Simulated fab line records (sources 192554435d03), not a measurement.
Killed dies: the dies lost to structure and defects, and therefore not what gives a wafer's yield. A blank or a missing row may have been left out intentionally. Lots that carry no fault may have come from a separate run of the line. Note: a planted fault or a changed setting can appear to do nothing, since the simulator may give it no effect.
fab line records	flow n5_finfet
[record] lots = 24	wafers = 72	last_day = 18
route steps=1938 shown BEOL_M9@1434 BEOL_M10@1474
lots with no fault: from the same line, run without faults
start_h: start of the lot's first displayed wafer, in hours after the record's first day	wait_h: how many hours have passed since the lot's step before this one	" identical to the entry in the row above	L1.1+2: a row that stands for several wafers	- no value, or no start was given	* or withheld: withheld	< > ~ a bound
route shown NAME@n: NAME is a module with steps in the file, n the number in the route of the first one	usual: average and standard deviation across the fault-free wafers	same: alike in all rows	chamber/n: place in a boat	sites: per-site readings	_std_site: standard deviation of those values	_edge_site: outer sites' mean less inner sites'	radius_mm: how far each site lies from the wafer's centre	mask NAME#n: copy n	behind: tool/chamber where the wafer was last shaped	hold: cause of the lot's hold/its duration in hours/its outcome	device: which transistor (n, p or np) failed to switch	end of line: at the end of the route, the tests of the same wafers	a step given without rows: its recipe and nothing more	killed: dies that structure and defects cost at the first sort, which is not the same as the wafer's yield	map: dies across one wafer; x = killed, . = not, _ = none there
set.NAME: the setting the step ran with; set.NAME@STEP: the setting that earlier step ran with	model.NAME: the simulator's own value behind a step, which no gauge read
one table for each step of the route and one row for each wafer, over a sample of lots
services: the hour from which a tool's chamber was out of use, counted from the record's first day as start_h (under 0 if before that day), plus the number of hours and why
[[steps]]
[step N5_BEOL_M9_CD_MEAS_28]
[recipe] target_cd_nm = 70	landing_energy_ev = 500	detector = se_inlens	polarity = opening
[usual] cd_nm = 70.11/0.3
lot.wafer	tool	chamber	start_h	wait_h	cd_nm
L074.1	cd_sem-01	0	215.61	-	70.04
L074.4	"	0	"	"	70.38
L074.6	"	0	"	"	70.08
L075.3	cd_sem-01	0	222.43	-	70.35
L075.4	"	0	"	"	69.56
L075.5	"	0	"	"	69.94
L076.3	cd_sem-01	0	222.81	-	70.14
L076.4	"	0	"	"	69.57
L076.6	"	0	"	"	70.40
L077.3	cd_sem-01	0	231.52	-	69.90
L077.4	"	0	"	"	70.42
L077.6	"	0	"	"	69.90
L078.2	cd_sem-03	0	241.22	-	69.90
L078.4	"	0	"	"	69.58
L078.6	"	0	"	"	69.68
L079.1	cd_sem-03	0	248.60	-	69.74
L079.2	"	0	"	"	70.12
L079.4	"	0	"	"	70.27
L081.2	cd_sem-03	0	259.38	-	70.14
L081.4	"	0	"	"	70.69
L081.6	"	0	"	"	70.37
L080.1	cd_sem-01	0	281.35	-	69.80
L080.3	"	0	"	"	70.29
L080.6	"	0	"	"	70.51
L083.1	cd_sem-01	0	283.39	-	69.90
L083.4	"	0	"	"	70.16
L083.5	"	0	"	"	70.61
L082.1	cd_sem-01	0	293.43	-	70.23
L082.2	"	0	"	"	70.34
L082.6	"	0	"	"	70.32
L085.2	cd_sem-01	0	297.63	-	70.74
L085.4	"	0	"	"	70.11
L085.5	"	0	"	"	70.37
L086.1	cd_sem-03	0	306.74	-	69.99
L086.3	"	0	"	"	70.43
L086.5	"	0	"	"	70.47
L087.3	cd_sem-02	0	306.78	-	70.12
L087.4	"	0	"	"	70.39
L087.6	"	0	"	"	70.19
L084.3	cd_sem-01	0	312.10	-	70.44
L084.5	"	0	"	"	70.63
L084.6	"	0	"	"	70.23
L089.4	cd_sem-02	0	326.10	-	70.13
L089.5	"	0	"	"	69.74
L089.6	"	0	"	"	69.77
L088.2	cd_sem-03	0	333.01	-	70.00
L088.5	"	0	"	"	69.92
L088.6	"	0	"	"	69.92
L091.1	cd_sem-02	0	335.23	-	70.59
L091.2	"	0	"	"	70.76
L091.3	"	0	"	"	70.77
L094.1	cd_sem-02	0	339.27	-	70.73
L094.4	"	0	"	"	70.38
L094.6	"	0	"	"	70.09
L090.1	cd_sem-03	0	350.71	-	70.63
L090.3	"	0	"	"	70.26
L090.5	"	0	"	"	69.68
L096.2	cd_sem-03	0	356.63	-	70.22
L096.4	"	0	"	"	70.16
L096.6	"	0	"	"	69.95
L093.2	cd_sem-03	0	358.77	-	70.14
L093.5	"	0	"	"	70.06
L093.6	"	0	"	"	70.49
L092.3	cd_sem-01	0	358.82	-	69.90
L092.5	"	0	"	"	69.81
L092.6	"	0	"	"	69.83
L095.1	cd_sem-02	0	364.90	-	70.15
L095.3	"	0	"	"	69.90
L095.4	"	0	"	"	70.16
L097.1	cd_sem-03	0	372.49	-	69.65
L097.5	"	0	"	"	70.27
L097.6	"	0	"	"	70.18
[step N5_BEOL_M9_OVL_MEAS_29]
[recipe] points_per_wafer = 522
[usual] V8_OVL = -0.2/0.72
lot.wafer	tool	chamber	start_h	wait_h	V8_OVL[nm]
L074.1	overlay-01	0	215.64	0.0	0.5
L074.4	"	0	"	"	0.3
L074.6	"	0	"	"	-0.3
L075.3	overlay-02	0	222.47	0.0	-0.1
L075.4	"	0	"	"	0.3
L075.5	"	0	"	"	0.8
L076.3	overlay-01	0	222.86	0.0	0.0
L076.4	"	0	"	"	0.4
L076.6	"	0	"	"	-0.3
L077.3	overlay-02	0	231.56	0.0	-0.2
L077.4	"	0	"	"	-0.1
L077.6	"	0	"	"	0.2
L078.2	overlay-02	0	241.25	0.0	-0.7
L078.4	"	0	"	"	0.5
L078.6	"	0	"	"	-0.5
L079.1	overlay-02	0	248.63	0.0	-0.6
L079.2	"	0	"	"	0.4
L079.4	"	0	"	"	0.6
L081.2	overlay-01	0	259.41	0.0	-0.3
L081.4	"	0	"	"	-0.7
L081.6	"	0	"	"	-1.0
L080.1	overlay-01	0	281.38	0.0	-0.2
L080.3	"	0	"	"	-1.1
L080.6	"	0	"	"	-1.2
L083.1	overlay-01	0	283.42	0.0	0.0
L083.4	"	0	"	"	-0.3
L083.5	"	0	"	"	-0.7
L082.1	overlay-02	0	293.47	0.0	-0.4
L082.2	"	0	"	"	-0.4
L082.6	"	0	"	"	0.0
L085.2	overlay-02	0	297.67	0.0	0.8
L085.4	"	0	"	"	1.7
L085.5	"	0	"	"	0.9
L086.1	overlay-01	0	306.77	0.0	0.2
L086.3	"	0	"	"	-0.7
L086.5	"	0	"	"	-0.5
L087.3	overlay-02	0	306.82	0.0	0.9
L087.4	"	0	"	"	-0.7
L087.6	"	0	"	"	-0.9
L084.3	overlay-01	0	312.14	0.0	-1.2
L084.5	"	0	"	"	-0.1
L084.6	"	0	"	"	0.0
L089.4	overlay-01	0	326.15	0.0	-0.4
L089.5	"	0	"	"	0.6
L089.6	"	0	"	"	-0.4
L088.2	overlay-01	0	333.05	0.0	0.5
L088.5	"	0	"	"	0.9
L088.6	"	0	"	"	0.2
L091.1	overlay-02	0	335.26	0.0	-0.6
L091.2	"	0	"	"	-1.6
L091.3	"	0	"	"	-0.4
L094.1	overlay-01	0	339.30	0.0	-1.4
L094.4	"	0	"	"	-0.9
L094.6	"	0	"	"	-0.4
L090.1	overlay-01	0	350.74	0.0	0.6
L090.3	"	0	"	"	0.8
L090.5	"	0	"	"	-0.3
L096.2	overlay-02	0	356.66	0.0	0.2
L096.4	"	0	"	"	-0.1
L096.6	"	0	"	"	-0.5
L093.2	overlay-02	0	358.81	0.0	1.4
L093.5	"	0	"	"	0.5
L093.6	"	0	"	"	0.4
L092.3	overlay-01	0	358.86	0.0	-0.5
L092.5	"	0	"	"	0.2
L092.6	"	0	"	"	-0.2
L095.1	overlay-02	0	364.93	0.0	-0.5
L095.3	"	0	"	"	-0.7
L095.4	"	0	"	"	-0.5
L097.1	overlay-02	0	372.52	0.0	0.6
L097.5	"	0	"	"	0.3
L097.6	"	0	"	"	-0.6
[step N5_BEOL_M9_DESCUM_33]
[recipe] chemistry = O2	time_s = 7	source_power_w = 50	bias_power_w = 20	pressure_mtorr = 20	rf_frequency_hz = 2.712e+07	temp_c = 40	resist = CAR-EUV	o2_flow_sccm = 225
[usual] drypump_motor_current_A = 5.8/0.72	oes_product_au = 0.76/0.056	rf_vpp_V = 242.8/1.2	showerhead_plenum_p_Torr = 2.07/0.059	throttle_valve_pct = 20.34/0.17
lot.wafer	tool	chamber	start_h	wait_h	drypump_motor_current_A	oes_product_au	rf_hours_counter_h	rf_vpp_V	showerhead_plenum_p_Torr	throttle_valve_pct
L074.1	rie_diel-04	0	215.81	0.1	5.4	0.72	199	243.5	2.17	20.37
L074.4	"	1	"	"	4.7	0.74	169	244.0	2.18	20.31
L074.6	"	1	"	"	4.7	0.73	-	245.1	2.18	20.31
L075.3	rie_diel-01	2	222.88	0.4	5.2	0.71	175	244.4	2.07	20.02
L075.4	"	1	"	"	4.9	0.70	209	241.3	1.98	20.40
L075.5	"	3	"	"	6.4	0.85	-	240.9	2.05	20.38
L076.3	rie_diel-04	2	223.45	0.6	6.5	0.88	28	243.4	2.07	20.25
L076.4	"	3	"	"	6.7	0.83	74	242.5	2.04	20.35
L076.6	"	0	"	"	5.4	0.72	-	246.1	2.17	20.37
L077.3	rie_diel-03	2	231.64	0.0	6.6	0.75	187	241.0	2.01	20.62
L077.4	"	0	"	"	6.4	0.80	103	243.0	2.10	20.22
L077.6	"	1	"	"	5.3	0.83	-	244.5	2.12	19.92
L078.2	rie_diel-03	1	241.62	0.3	5.3	0.82	60	243.2	2.12	19.92
L078.4	"	3	"	"	6.5	0.71	218	241.9	2.04	20.29
L078.6	"	2	"	"	6.6	0.75	-	242.7	2.01	20.59
L079.1	rie_diel-01	2	248.72	0.0	5.2	0.70	183	239.7	2.07	20.04
L079.2	"	1	"	"	4.9	0.70	216	241.0	1.98	20.42
L079.4	"	3	"	"	6.4	0.84	57	241.1	2.04	20.38
L081.2	rie_diel-04	3	259.50	0.0	6.7	0.82	85	243.1	2.03	20.38
L081.4	"	2	"	"	6.5	0.85	39	242.1	2.06	20.26
L081.6	"	3	"	"	6.7	0.82	-	242.7	2.03	20.37
L080.1	rie_diel-01	1	281.87	0.4	4.9	0.68	226	241.3	1.97	20.41
L080.3	"	0	"	"	5.6	0.78	149	243.3	2.10	20.57
L080.6	"	2	"	"	5.2	0.69	-	242.3	2.06	20.07
L083.1	rie_diel-03	2	283.51	0.0	6.6	0.73	202	242.3	2.01	20.63
L083.4	"	1	"	"	5.3	0.81	73	243.5	2.12	19.95
L083.5	"	0	"	"	6.4	0.78	-	243.7	2.10	20.24
L082.1	rie_diel-04	3	293.56	0.0	6.8	0.80	95	242.2	2.03	20.39
L082.2	"	2	"	"	6.5	0.84	49	242.1	2.06	20.28
L082.6	"	2	"	"	6.5	0.84	-	242.2	2.06	20.27
L085.2	rie_diel-01	0	297.75	0.0	5.6	0.77	152	242.6	2.10	20.58
L085.4	"	1	"	"	4.9	0.68	229	241.3	1.97	20.44
L085.5	"	1	"	"	4.9	0.68	-	240.9	1.97	20.44
L086.1	rie_diel-04	1	306.86	0.0	4.7	0.72	193	243.4	2.17	20.34
L086.3	"	2	"	"	6.5	0.84	52	242.1	2.06	20.27
L086.5	"	0	"	"	5.4	0.71	-	243.6	2.16	20.39
L087.3	rie_diel-01	1	306.92	0.0	4.9	0.68	231	240.9	1.97	20.43
L087.4	"	3	"	"	6.4	0.83	72	242.3	2.04	20.38
L087.6	"	0	"	"	5.6	0.77	-	241.9	2.10	20.58
L084.3	rie_diel-04	3	312.22	0.0	6.7	0.79	99	242.8	2.03	20.39
L084.5	"	1	"	"	4.7	0.71	-	244.2	2.17	20.35
L084.6	"	2	"	"	6.5	0.84	-	242.4	2.06	20.28
L089.4	rie_diel-04	3	326.29	0.1	6.7	0.79	103	241.3	2.03	20.40
L089.5	"	2	"	"	6.5	0.84	-	242.0	2.05	20.28
L089.6	"	3	"	"	6.7	0.80	-	242.8	2.03	20.41
L088.2	rie_diel-03	0	333.14	0.0	6.4	0.78	131	244.2	2.09	20.24
L088.5	"	2	"	"	6.6	0.72	-	240.7	2.00	20.66
L088.6	"	0	"	"	6.4	0.77	-	244.1	2.09	20.27
L091.1	rie_diel-01	1	335.41	0.1	4.9	0.66	239	241.1	1.97	20.45
L091.2	"	0	"	"	5.6	0.76	161	243.1	2.10	20.60
L091.3	"	3	"	"	6.4	0.81	79	242.7	2.04	20.41
L094.1	rie_diel-03	2	339.68	0.3	6.6	0.72	219	242.1	2.00	20.64
L094.4	"	3	"	"	6.4	0.70	243	242.5	2.03	20.33
L094.6	"	1	"	"	5.3	0.79	-	243.7	2.11	19.95
L090.1	rie_diel-01	2	351.11	0.3	5.2	0.68	211	243.2	2.06	20.10
L090.3	"	0	"	"	5.6	0.77	166	244.1	2.10	20.61
L090.5	"	0	"	"	5.6	0.76	-	243.7	2.10	20.60
L096.2	rie_diel-01	1	356.75	0.0	4.9	0.66	247	242.0	1.97	20.47
L096.4	"	2	"	"	5.2	0.68	213	244.0	2.06	20.11
L096.6	"	3	"	"	6.4	0.80	-	242.6	2.03	20.43
L093.2	rie_diel-03	0	358.90	0.0	6.4	0.76	141	243.3	2.09	20.29
L093.5	"	0	"	"	6.4	0.77	-	242.4	2.09	20.28
L093.6	"	3	"	"	6.5	0.69	-	243.1	2.03	20.33
L092.3	rie_diel-04	0	358.94	0.0	5.4	0.70	235	243.8	2.16	20.42
L092.5	"	3	"	"	6.8	0.78	-	241.2	2.03	20.42
L092.6	"	0	"	"	5.4	0.69	-	243.0	2.16	20.43
L095.1	rie_diel-04	0	365.02	0.0	5.4	0.69	236	243.6	2.16	20.42
L095.3	"	1	"	"	4.7	0.70	207	243.1	2.16	20.38
L095.4	"	3	"	"	6.7	0.78	112	242.1	2.03	20.41
L097.1	rie_diel-04	3	372.61	0.0	6.8	0.79	115	240.1	2.02	20.41
L097.5	"	3	"	"	6.7	0.79	-	242.7	2.02	20.40
L097.6	"	0	"	"	5.4	0.70	-	242.8	2.15	20.42
[step N5_BEOL_M9_TRENCH_ETCH_37]
[recipe] chemistry = C4F6/O2	target_depth_a = 1514.3	target = SiCOH_lowk	time_s = 49	ion_energy_ev = 250	pressure_mtorr = 30	source_w = 345	bias_w = 185	Ar_flow_sccm = 300	C4F6_flow_sccm = 10	O2_flow_sccm = 10
[usual] drypump_motor_current_A = 5.8/0.72	oes_product_au = 0.75/0.056	rf_vpp_V = 668/15	showerhead_plenum_p_Torr = 2.82/0.073	throttle_valve_pct = 20.81/0.17
lot.wafer	tool	chamber	start_h	wait_h	drypump_motor_current_A	oes_product_au	rf_hours_counter_h	rf_vpp_V	showerhead_plenum_p_Torr	throttle_valve_pct
L074.1	rie_diel-04	0	-	-	5.3	0.72	199	686	2.92	20.75
L074.4	"	1	"	"	4.7	0.73	169	675	2.95	20.74
L074.6	"	1	"	"	4.7	0.74	-	673	2.95	20.75
L075.3	rie_diel-01	2	-	-	5.2	0.70	176	673	2.85	20.69
L075.4	"	1	"	"	4.9	0.69	209	675	2.71	20.97
L075.5	"	3	"	"	6.4	0.85	-	650	2.79	20.90
L076.3	rie_diel-04	2	-	-	6.5	0.87	28	683	2.78	20.60
L076.4	"	3	"	"	6.8	0.83	74	686	2.77	20.80
L076.6	"	0	"	"	5.3	0.71	-	683	2.92	20.76
L077.3	rie_diel-03	2	-	-	6.6	0.74	187	634	2.72	20.97
L077.4	"	0	"	"	6.4	0.79	103	663	2.84	20.59
L077.6	"	1	"	"	5.3	0.82	-	653	2.89	20.46
L078.2	rie_diel-03	1	-	-	5.3	0.82	60	654	2.89	20.45
L078.4	"	3	"	"	6.4	0.71	218	643	2.79	20.85
L078.6	"	2	"	"	6.6	0.74	-	637	2.72	21.00
L079.1	rie_diel-01	2	-	-	5.2	0.70	183	675	2.84	20.71
L079.2	"	1	"	"	4.9	0.69	216	674	2.71	20.98
L079.4	"	3	"	"	6.5	0.84	57	650	2.79	20.90
L081.2	rie_diel-04	3	-	-	6.8	0.80	85	687	2.76	20.82
L081.4	"	2	"	"	6.5	0.84	39	682	2.78	20.60
L081.6	"	3	"	"	6.8	0.81	-	688	2.76	20.82
L080.1	rie_diel-01	1	-	-	4.9	0.67	226	675	2.70	21.00
L080.3	"	0	"	"	5.6	0.77	149	665	2.87	21.09
L080.6	"	2	"	"	5.2	0.69	-	675	2.84	20.72
L083.1	rie_diel-03	2	-	-	6.6	0.72	202	635	2.71	21.01
L083.4	"	1	"	"	5.3	0.80	73	654	2.88	20.47
L083.5	"	0	"	"	6.4	0.76	-	663	2.83	20.62
L082.1	rie_diel-04	3	-	-	6.8	0.80	95	686	2.76	20.83
L082.2	"	2	"	"	6.5	0.83	49	682	2.77	20.62
L082.6	"	2	"	"	6.5	0.84	-	681	2.77	20.60
L085.2	rie_diel-01	0	-	-	5.6	0.77	152	665	2.86	21.11
L085.4	"	1	"	"	4.9	0.67	229	672	2.70	20.99
L085.5	"	1	"	"	4.9	0.68	-	671	2.70	20.98
L086.1	rie_diel-04	1	-	-	4.7	0.71	194	674	2.94	20.78
L086.3	"	2	"	"	6.5	0.82	52	681	2.77	20.62
L086.5	"	0	"	"	5.4	0.69	-	684	2.91	20.77
L087.3	rie_diel-01	1	-	-	4.9	0.67	231	672	2.70	21.00
L087.4	"	3	"	"	6.4	0.82	72	649	2.78	20.93
L087.6	"	0	"	"	5.6	0.77	-	665	2.86	21.12
L084.3	rie_diel-04	3	-	-	6.7	0.78	99	686	2.76	20.84
L084.5	"	1	"	"	4.7	0.71	-	673	2.93	20.80
L084.6	"	2	"	"	6.5	0.82	-	682	2.77	20.62
L089.4	rie_diel-04	3	-	-	6.7	0.79	104	686	2.75	20.85
L089.5	"	2	"	"	6.4	0.82	-	682	2.77	20.65
L089.6	"	3	"	"	6.8	0.79	-	686	2.75	20.86
L088.2	rie_diel-03	0	-	-	6.4	0.76	131	660	2.83	20.63
L088.5	"	2	"	"	6.6	0.72	-	634	2.70	21.03
L088.6	"	0	"	"	6.4	0.76	-	663	2.83	20.65
L091.1	rie_diel-01	1	-	-	4.9	0.67	239	675	2.70	21.02
L091.2	"	0	"	"	5.6	0.76	162	666	2.86	21.13
L091.3	"	3	"	"	6.4	0.81	79	651	2.78	20.94
L094.1	rie_diel-03	2	-	-	6.6	0.71	219	635	2.70	21.04
L094.4	"	3	"	"	6.4	0.69	243	644	2.78	20.88
L094.6	"	1	"	"	5.3	0.79	-	653	2.88	20.49
L090.1	rie_diel-01	2	-	-	5.2	0.67	211	674	2.83	20.75
L090.3	"	0	"	"	5.6	0.76	167	664	2.86	21.13
L090.5	"	0	"	"	5.6	0.76	-	664	2.86	21.15
L096.2	rie_diel-01	1	-	-	4.9	0.66	247	674	2.69	21.03
L096.4	"	2	"	"	5.2	0.68	213	676	2.83	20.75
L096.6	"	3	"	"	6.4	0.80	-	648	2.78	20.94
L093.2	rie_diel-03	0	-	-	6.4	0.75	141	665	2.82	20.64
L093.5	"	0	"	"	6.4	0.74	-	661	2.82	20.66
L093.6	"	3	"	"	6.4	0.69	-	643	2.78	20.88
L092.3	rie_diel-04	0	-	-	5.4	0.69	235	684	2.90	20.80
L092.5	"	3	"	"	6.7	0.79	-	685	2.75	20.85
L092.6	"	0	"	"	5.4	0.68	-	684	2.90	20.79
L095.1	rie_diel-04	0	-	-	5.4	0.68	236	684	2.90	20.77
L095.3	"	1	"	"	4.7	0.70	207	673	2.93	20.81
L095.4	"	3	"	"	6.7	0.77	113	686	2.75	20.86
L097.1	rie_diel-04	3	-	-	6.8	0.77	115	684	2.75	20.87
L097.5	"	3	"	"	6.7	0.78	-	685	2.75	20.86
L097.6	"	0	"	"	5.4	0.69	-	684	2.90	20.80
[step N5_BEOL_M9_STRIP_80]
[recipe] chemistry = N2/H2	time_s = 10	power_w = 450	temp_c = 40	pressure_mtorr = 20	rf_frequency_hz = 6e+07	bias_power_w = 7	n2_flow_sccm = 200	h2_flow_sccm = 200
[usual] drypump_motor_current_A = 5.8/0.72	oes_product_au = 0.76/0.056	rf_vpp_V = 59.1/0.89	showerhead_plenum_p_Torr = 2.51/0.078	throttle_valve_pct = 23.52/0.26
lot.wafer	tool	chamber	start_h	wait_h	drypump_motor_current_A	oes_product_au	rf_hours_counter_h	rf_vpp_V	showerhead_plenum_p_Torr	throttle_valve_pct
L074.1	rie_diel-04	0	-	-	5.4	0.71	199	59.2	2.63	23.47
L074.4	"	1	"	"	4.7	0.73	169	58.8	2.65	23.69
L074.6	"	1	"	"	4.7	0.73	-	60.3	2.65	23.70
L075.3	rie_diel-01	2	-	-	5.2	0.72	176	59.6	2.53	23.41
L075.4	"	1	"	"	4.9	0.70	209	57.9	2.40	23.69
L075.5	"	3	"	"	6.4	0.85	-	58.7	2.48	23.62
L076.3	rie_diel-04	2	-	-	6.5	0.87	28	58.2	2.47	23.02
L076.4	"	3	"	"	6.8	0.82	74	57.6	2.46	23.68
L076.6	"	0	"	"	5.4	0.71	-	58.0	2.63	23.48
L077.3	rie_diel-03	2	-	-	6.6	0.75	187	56.0	2.41	23.69
L077.4	"	0	"	"	6.4	0.80	103	59.0	2.56	23.56
L077.6	"	1	"	"	5.4	0.83	-	60.2	2.57	22.93
L078.2	rie_diel-03	1	-	-	5.3	0.83	60	58.8	2.57	22.92
L078.4	"	3	"	"	6.5	0.72	218	59.5	2.52	23.86
L078.6	"	2	"	"	6.7	0.74	-	59.6	2.41	23.69
L079.1	rie_diel-01	2	-	-	5.2	0.70	183	60.2	2.52	23.42
L079.2	"	1	"	"	4.9	0.68	216	57.4	2.39	23.70
L079.4	"	3	"	"	6.4	0.84	57	58.9	2.48	23.62
L081.2	rie_diel-04	3	-	-	6.8	0.81	85	59.8	2.46	23.69
L081.4	"	2	"	"	6.5	0.85	39	58.4	2.47	23.05
L081.6	"	3	"	"	6.8	0.81	-	60.0	2.46	23.67
L080.1	rie_diel-01	1	-	-	4.9	0.68	226	58.8	2.39	23.73
L080.3	"	0	"	"	5.6	0.78	149	60.6	2.54	23.48
L080.6	"	2	"	"	5.2	0.69	-	58.4	2.52	23.43
L083.1	rie_diel-03	2	-	-	6.6	0.73	203	59.0	2.40	23.72
L083.4	"	1	"	"	5.3	0.81	73	58.7	2.56	22.94
L083.5	"	0	"	"	6.4	0.78	-	58.8	2.55	23.58
L082.1	rie_diel-04	3	-	-	6.7	0.80	95	58.7	2.46	23.70
L082.2	"	2	"	"	6.5	0.83	49	59.6	2.46	23.06
L082.6	"	2	"	"	6.5	0.84	-	58.6	2.46	23.06
L085.2	rie_diel-01	0	-	-	5.6	0.77	152	59.1	2.54	23.46
L085.4	"	1	"	"	4.9	0.68	229	59.3	2.39	23.72
L085.5	"	1	"	"	5.0	0.67	-	59.8	2.39	23.73
L086.1	rie_diel-04	1	-	-	4.7	0.72	194	59.2	2.64	23.74
L086.3	"	2	"	"	6.5	0.85	52	58.7	2.46	23.05
L086.5	"	0	"	"	5.4	0.71	-	58.3	2.62	23.52
L087.3	rie_diel-01	1	-	-	4.9	0.67	231	59.3	2.39	23.71
L087.4	"	3	"	"	6.4	0.81	72	59.1	2.47	23.65
L087.6	"	0	"	"	5.6	0.76	-	58.9	2.54	23.48
L084.3	rie_diel-04	3	-	-	6.8	0.81	99	58.4	2.45	23.71
L084.5	"	1	"	"	4.7	0.71	-	59.4	2.64	23.73
L084.6	"	2	"	"	6.5	0.84	-	58.0	2.46	23.07
L089.4	rie_diel-04	3	-	-	6.7	0.80	104	59.1	2.45	23.71
L089.5	"	2	"	"	6.5	0.82	-	58.0	2.46	23.08
L089.6	"	3	"	"	6.7	0.78	-	58.4	2.45	23.72
L088.2	rie_diel-03	0	-	-	6.4	0.77	131	58.1	2.54	23.60
L088.5	"	2	"	"	6.6	0.73	-	59.7	2.40	23.74
L088.6	"	0	"	"	6.4	0.77	-	60.8	2.54	23.59
L091.1	rie_diel-01	1	-	-	4.9	0.67	239	60.1	2.39	23.73
L091.2	"	0	"	"	5.6	0.77	162	59.1	2.54	23.49
L091.3	"	3	"	"	6.4	0.82	79	58.8	2.47	23.65
L094.1	rie_diel-03	2	-	-	6.6	0.73	219	60.4	2.40	23.74
L094.4	"	3	"	"	6.5	0.69	244	58.2	2.51	23.90
L094.6	"	1	"	"	5.3	0.80	-	58.5	2.56	22.95
L090.1	rie_diel-01	2	-	-	5.2	0.68	211	58.6	2.51	23.45
L090.3	"	0	"	"	5.6	0.76	167	60.3	2.53	23.51
L090.5	"	0	"	"	5.6	0.76	-	59.4	2.53	23.47
L096.2	rie_diel-01	1	-	-	4.9	0.67	247	57.9	2.38	23.73
L096.4	"	2	"	"	5.2	0.68	213	59.8	2.51	23.47
L096.6	"	3	"	"	6.4	0.81	-	59.5	2.47	23.67
L093.2	rie_diel-03	0	-	-	6.4	0.77	141	60.3	2.54	23.62
L093.5	"	0	"	"	6.4	0.77	-	60.2	2.54	23.60
L093.6	"	3	"	"	6.5	0.69	-	59.6	2.50	23.90
L092.3	rie_diel-04	0	-	-	5.4	0.70	235	59.8	2.62	23.51
L092.5	"	3	"	"	6.7	0.80	-	58.8	2.45	23.72
L092.6	"	0	"	"	5.4	0.70	-	59.7	2.62	23.52
L095.1	rie_diel-04	0	-	-	5.4	0.69	236	58.3	2.62	23.51
L095.3	"	1	"	"	4.7	0.71	207	59.9	2.64	23.75
L095.4	"	3	"	"	6.8	0.78	113	58.6	2.45	23.73
L097.1	rie_diel-04	3	-	-	6.8	0.79	115	57.3	2.45	23.72
L097.5	"	3	"	"	6.8	0.78	-	59.6	2.45	23.73
L097.6	"	0	"	"	5.3	0.69	-	60.3	2.62	23.51
[step N5_BEOL_M10_HM_DEP_02]
[recipe] material = TiN	target_thk_a = 200	temp_c = 25	chamber_pressure_pa = 0.49996
[usual] throttle_valve_pct = 30.1/1.1
lot.wafer	tool	chamber	start_h	wait_h	throttle_valve_pct
L074.1	pvd_sputter-02	-	222.51	1.9	31.9
L074.4	"	-	"	"	28.1
L074.6	"	-	"	"	31.6
L075.3	pvd_sputter-03	-	228.08	1.0	30.4
L075.4	"	-	"	"	31.6
L075.5	"	-	"	"	31.3
L076.3	pvd_sputter-03	-	228.64	0.5	28.5
L076.4	"	-	"	"	29.9
L076.6	"	-	"	"	30.4
L077.3	pvd_sputter-03	-	237.13	1.9	30.1
L077.4	"	-	"	"	28.8
L077.6	"	-	"	"	29.9
L078.2	pvd_sputter-03	-	245.58	0.2	30.3
L078.4	"	-	"	"	28.6
L078.6	"	-	"	"	28.6
L079.1	pvd_sputter-01	-	255.43	0.4	31.7
L079.2	"	-	"	"	29.8
L079.4	"	-	"	"	29.9
L081.2	pvd_sputter-01	-	265.72	2.5	29.9
L081.4	"	-	"	"	29.6
L081.6	"	-	"	"	29.9
L080.1	pvd_sputter-02	-	287.36	1.3	31.6
L080.3	"	-	"	"	29.9
L080.6	"	-	"	"	31.8
L083.1	pvd_sputter-02	-	290.43	1.1	28.3
L083.4	"	-	"	"	30.1
L083.5	"	-	"	"	28.3
L082.1	pvd_sputter-03	-	298.82	0.6	31.4
L082.2	"	-	"	"	28.4
L082.6	"	-	"	"	30.1
L085.2	pvd_sputter-03	-	302.59	1.3	31.4
L085.4	"	-	"	"	28.7
L085.5	"	-	"	"	30.0
L086.1	pvd_sputter-03	-	312.89	2.5	30.1
L086.3	"	-	"	"	28.8
L086.5	"	-	"	"	31.6
L087.3	pvd_sputter-02	-	313.07	2.4	31.8
L087.4	"	-	"	"	29.7
L087.6	"	-	"	"	30.0
L084.3	pvd_sputter-02	-	316.62	1.0	29.5
L084.5	"	-	"	"	28.1
L084.6	"	-	"	"	30.0
L089.4	pvd_sputter-03	-	334.65	0.6	30.0
L089.5	"	-	"	"	28.5
L089.6	"	-	"	"	30.3
L088.2	pvd_sputter-03	-	337.27	0.3	31.4
L088.5	"	-	"	"	28.7
L088.6	"	-	"	"	30.1
L091.1	pvd_sputter-01	-	339.91	0.9	30.0
L091.2	"	-	"	"	29.6
L091.3	"	-	"	"	30.1
L094.1	pvd_sputter-02	-	347.03	3.6	29.9
L094.4	"	-	"	"	28.2
L094.6	"	-	"	"	29.8
L090.1	pvd_sputter-03	-	356.22	0.5	30.1
L090.3	"	-	"	"	29.9
L090.5	"	-	"	"	28.6
L096.2	pvd_sputter-02	-	364.74	3.1	31.9
L096.4	"	-	"	"	28.3
L096.6	"	-	"	"	31.5
L092.3	pvd_sputter-02	-	365.26	2.3	28.3
L092.5	"	-	"	"	30.2
L092.6	"	-	"	"	31.9
L093.2	pvd_sputter-03	-	365.90	1.0	30.1
L093.5	"	-	"	"	31.4
L093.6	"	-	"	"	28.7
L095.1	pvd_sputter-01	-	369.76	0.8	30.2
L095.3	"	-	"	"	31.8
L095.4	"	-	"	"	30.1
L097.1	pvd_sputter-01	-	376.21	0.2	30.1
L097.5	"	-	"	"	30.0
L097.6	"	-	"	"	31.7
[[services]]
tool	chamber	start_h	hours	kind
rie_diel-01	0	192.03	15.2	repair
pvd_sputter-02	-	197.53	7.5	repair
rie_diel-01	3	199.51	13.7	repair
rie_diel-01	1	203.97	4.9	repair
rie_diel-01	3	233.71	4.6	repair
rie_diel-03	-	247.81	0.9	repair
rie_diel-03	1	292.57	11.4	repair
rie_diel-04	-	307.34	1.1	repair
rie_diel-03	3	329.30	4.3	repair
rie_diel-04	3	332.64	7.5	repair
rie_diel-04	0	334.08	6.7	repair
rie_diel-03	3	348.00	1.3	repair
rie_diel-03	3	361.07	-	clean
rie_diel-03	3	361.07	-	consumable_replace:focus_ring
rie_diel-03	3	361.07	29.4	scheduled_down
rie_diel-03	3	361.07	29.4	vent_cycle
rie_diel-01	1	372.75	-	clean
rie_diel-01	1	372.75	-	consumable_replace:focus_ring
rie_diel-01	1	372.75	-	consumable_replace:showerhead
rie_diel-01	1	372.75	22.7	scheduled_down
rie_diel-01	1	372.75	22.7	vent_cycle
[[key]]
fault none
